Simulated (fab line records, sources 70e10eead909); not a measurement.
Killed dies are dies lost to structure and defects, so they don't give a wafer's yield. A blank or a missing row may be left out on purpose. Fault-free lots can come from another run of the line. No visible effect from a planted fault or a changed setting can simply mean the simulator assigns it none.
Which tool is to blame? ; flow nand-harc ; 18 wafers from 6 lots sampled at 5 of the route's 1159 steps

== WHAT EACH GAUGE READ, for each wafer ==
NHARC_END_SORT_01.
lot;measured;on;killed-at-periphery
L470;day 20 03:52;prober-02;1 5 3
L472;day 20 19:25;prober-02;1 1 1
L475;day 21 13:59;prober-02;1 4 1
L477;day 23 06:07;prober-02;649 630 645
L486;day 25 04:08;prober-02;3 4 4
L489;day 26 03:01;prober-01;1 1 1

== TOOL THAT RAN EACH LOT (tool first, then ch and the chambers of the sampled wafers, then the start) ==
lot;NHARC_P_BONDPAD_ECD_18;NHARC_THIN_TSV_PVD_51;NHARC_THIN_TSV_DESCUM_35;NHARC_THIN_TSV_ETCH_59
L470;ecd-cu-02 ch 0,1, day 6 23:18;pvd-sputter-01, day 19 11:11 or earlier;rie-diel-11 ch 0,1,3, day 19 11:11;rie-metal-02 ch 0,1, day 19 11:20
L472;ecd-cu-01 ch 0,1, day 7 14:51;pvd-sputter-02, day 19 15:38 or earlier;rie-diel-02 ch 0,1,3, day 19 15:38;rie-metal-02 ch 0,1, day 19 15:46
L475;ecd-cu-01 ch 0,1, day 8 09:36;pvd-sputter-01, day 21 05:08 or earlier;rie-diel-02 ch 0,1,2, day 21 05:08;rie-metal-02 ch 0,1, day 21 05:17
L477;ecd-cu-01 ch 0,1, day 8 17:59;-;-;-
L486;ecd-cu-02 ch 0,1, day 11 00:05;pvd-sputter-02, day 23 05:13 or earlier;rie-diel-02 ch 0,1,2, day 23 05:13;rie-metal-03 ch 0,1, day 23 05:19
L489;ecd-cu-02 ch 0,1, day 11 19:05;pvd-sputter-01, day 24 09:38 or earlier;rie-diel-02 ch 0,1,3, day 24 09:38;rie-metal-01 ch 0,1, day 24 09:46
- NHARC_P_BONDPAD_ECD_18: material Cu, target thk 400 nm.
- NHARC_THIN_TSV_PVD_51: deposits Cu, target thk 100 nm.
- NHARC_THIN_TSV_DESCUM_35: chemistry O2, time 3 s.
- NHARC_THIN_TSV_ETCH_59: etches the open film in Cl2/BCl3, target depth 880 nm, time 138.1 s.

== THE ANSWER, worked out from the rows above alone ==
Rule: usual is defined by the lots themselves. The widest of any qualifying gaps counts: lots, ordered by their means at a reading, are off when they make up no more than a third of the lots, leave a main group of 4 or more, and stand apart from it by 3 or more times the standard deviation of that group's means. If all means in a main group match to the digits the tables above print for the reading, that group is not used. Also off: a lot with no number at a reading for which 4 or more lots have one. Any other lot the step has rows for is counted as sound.
Off: L477, at NHARC_END_SORT_01 (killed-at-periphery). The main group: mean 2.1, standard deviation 1.1.
If a tool, at a process step before that reading, ran all the lots that are off and no sound lot after the first of them, it fits. Those tools and the gauges at NHARC_END_SORT_01 are tried in the same way. NHARC_THIN_TSV_PVD_51 gives no start for some lots, so the hours and the order of its lots are those of NHARC_THIN_TSV_DESCUM_35. One fits: ecd-cu-01 at NHARC_P_BONDPAD_ECD_18. A fault onset in the window from L475 (day 8 09:36, its last sound lot) to L477 (day 8 17:59, its first lot off) fits.

== WHAT HAD BEEN PUT IN BY THE SIMULATOR ==
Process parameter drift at NHARC_P_BONDPAD_ECD_18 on ecd-cu-01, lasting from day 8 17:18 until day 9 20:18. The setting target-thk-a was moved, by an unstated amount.
Struck lots among those shown: L477. Same finding as the rule above.
